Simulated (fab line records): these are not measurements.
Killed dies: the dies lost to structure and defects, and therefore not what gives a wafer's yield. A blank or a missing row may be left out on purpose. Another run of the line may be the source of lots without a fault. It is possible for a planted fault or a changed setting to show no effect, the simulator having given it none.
Matching of chambers | flow n5_finfet | uv_cure-03 running N5_BEOL_M8_CURE_75: 3 sister chambers
The step cures SiCOH lowk, time 120 s. 6 wafers are shown with their chamber, then 8 later ones without.

## WAFERS, EACH WITH ITS CHAMBER
wafer  | chamber | wafer_temp_C_max | lamp_power_pct (%)
L811.4 | 0       | 372.1            | 52.40
L811.6 | 0       | 371.7            | 52.38
L814.5 | 2       | 371.1            | 52.32
L819.4 | 1       | 371.3            | 52.20
L819.5 | 1       | 371.9            | 52.20
L822.1 | 2       | 371.0            | 52.36

## WAFERS WHOSE CHAMBER IS MISSING
wafer  | wafer_temp_C_max | lamp_power_pct (%)
L822.2 | 371.0            | 52.29
L822.5 | 371.3            | 52.23
L828.2 | 371.0            | 52.34
L828.5 | 372.3            | 52.35
L828.6 | 371.6            | 52.30
L833.1 | 371.5            | 52.31
L833.4 | 371.7            | 52.35
L833.5 | 371.4            | 52.29

## THE CHAMBER EACH PASSED THROUGH
wafer  | from the rows above     | in truth
L822.2 | 2                       | 2
L822.5 | 1                       | 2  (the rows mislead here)
L828.2 | 2                       | 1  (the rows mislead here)
L828.5 | can't be placed: 0 or 2 | 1
L828.6 | 2                       | 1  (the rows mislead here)
L833.1 | 2                       | 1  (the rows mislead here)
L833.4 | can't be placed: 2 or 0 | 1
L833.5 | can't be placed: 2 or 1 | 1
Correct placement for 1 of the 8. These rows do not allow placing 3 (true chamber among the candidates in 1). Number placed wrongly: 4.
How it was worked out, from the rows above alone: a wafer's distance from a chamber is the root of the sum, over the readings, of the square of ((its reading less the chamber's mean) divided by the reading's scatter). The wafer belongs to the nearest chamber; if the next one is less than 2 further off, it can't be placed. Each chamber's mean is taken over the wafers shown for it. The scatter is the square root of a quotient: the sum, over the shown wafers, of each reading's squared deviation from its chamber's mean, divided by wafers minus chambers.
